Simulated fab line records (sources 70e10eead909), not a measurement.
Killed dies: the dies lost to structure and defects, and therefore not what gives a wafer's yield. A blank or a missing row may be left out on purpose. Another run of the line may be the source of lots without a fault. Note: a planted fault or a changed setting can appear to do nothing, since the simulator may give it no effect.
Chamber matching -- flow nand harc -- NHARC_A_BLC_STRIP_29 on rie diel-04: 4 sister chambers
The step strips in CF4. 4 wafers are shown with their chamber, then 11 later ones without.

WAFERS, EACH WITH ITS CHAMBER
wafer,chamber,rf vpp V (V)
L089.2,1,60.1
L086.2,0,58.8
L086.6,2,58.7
L094.3,3,58.4

WAFERS WHOSE CHAMBER IS MISSING
wafer,rf vpp V (V)
L094.4,59.4
L094.6,61.0
L095.3,59.3
L095.5,59.4
L095.6,60.7
L096.1,59.1
L096.2,59.8
L096.5,60.0
L097.3,59.1
L097.4,60.4
L097.5,59.4

WHICH CHAMBER EACH ONE RAN IN
wafer,from the rows above,in truth
L094.4,can't be placed: 0 or 2 or 1 or 3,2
L094.6,1,1
L095.3,can't be placed: 0 or 2 or 1 or 3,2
L095.5,can't be placed: 0 or 2 or 1 or 3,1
L095.6,1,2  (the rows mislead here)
L096.1,can't be placed: 0 or 2 or 3 or 1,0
L096.2,can't be placed: 1 or 0 or 2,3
L096.5,1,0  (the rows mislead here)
L097.3,can't be placed: 0 or 2 or 3 or 1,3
L097.4,1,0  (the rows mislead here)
L097.5,can't be placed: 0 or 2 or 1 or 3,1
Correct placement for 1 of the 11. Not placeable from these rows: 7 (in 6, the candidates include the true chamber). 3 placed wrongly.
How it was worked out, from the rows above alone: a wafer's distance from a chamber is the root of the sum, over the readings, of the square of ((its reading less the chamber's mean) divided by the reading's scatter). The wafer belongs to the nearest chamber; if the next one is less than 2 further off, it can't be placed. A chamber's mean is the mean of its shown wafers. The scatter: root of mean squared gap, hidden wafer to nearest shown wafer, with one shown wafer a chamber.
